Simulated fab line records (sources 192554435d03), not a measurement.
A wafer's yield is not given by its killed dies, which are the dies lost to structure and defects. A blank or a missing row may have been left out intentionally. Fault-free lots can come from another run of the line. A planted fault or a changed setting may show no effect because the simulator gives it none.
Matching of chambers | flow n5Finfet | pecvd-02 running N5_BEOL_M15_ILD_DEP_00: 3 sister chambers
The step deposits SiO2 from TEOS/O2, target thk 1629.3 nm, time 346.1 s. 3 wafers are shown with their chamber, then 9 later ones without.

== WAFERS, EACH WITH ITS CHAMBER ==
wafer  | chamber | throttleValvePct (%)
L086.6 | 1       | 19.7
L091.3 | 0       | 17.9
L091.6 | 2       | 17.5

== WAFERS WITHOUT THEIR CHAMBER ==
wafer  | throttleValvePct (%)
L090.3 | 17.7
L090.4 | 17.8
L090.5 | 18.0
L089.1 | 17.7
L089.2 | 20.0
L089.6 | 18.3
L095.1 | 19.6
L095.3 | 18.1
L095.6 | 17.6

== WHICH CHAMBER EACH ONE RAN IN ==
wafer  | from the rows above     | in truth
L090.3 | can't be placed: 0 or 2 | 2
L090.4 | can't be placed: 0 or 2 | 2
L090.5 | can't be placed: 0 or 2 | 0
L089.1 | can't be placed: 0 or 2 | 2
L089.2 | 1                       | 1
L089.6 | can't be placed: 0 or 2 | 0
L095.1 | 1                       | 1
L095.3 | can't be placed: 0 or 2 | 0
L095.6 | can't be placed: 2 or 0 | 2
Correct placement for 2 of the 9. Cannot be placed on the basis of these rows: 7; the candidates contain the true chamber in 7. Number placed wrongly: 0.
How it was worked out, from the rows above alone: a wafer's distance from a chamber is the root of the sum, over the readings, of the square of ((its reading less the chamber's mean) divided by the reading's scatter). If the next closest chamber is less than 2 further off than the closest, the wafer can't be placed; otherwise it belongs to the closest. For every chamber, the mean is computed from those of its wafers that are shown. The scatter: root of mean squared gap, hidden wafer to nearest shown wafer, with one shown wafer a chamber.
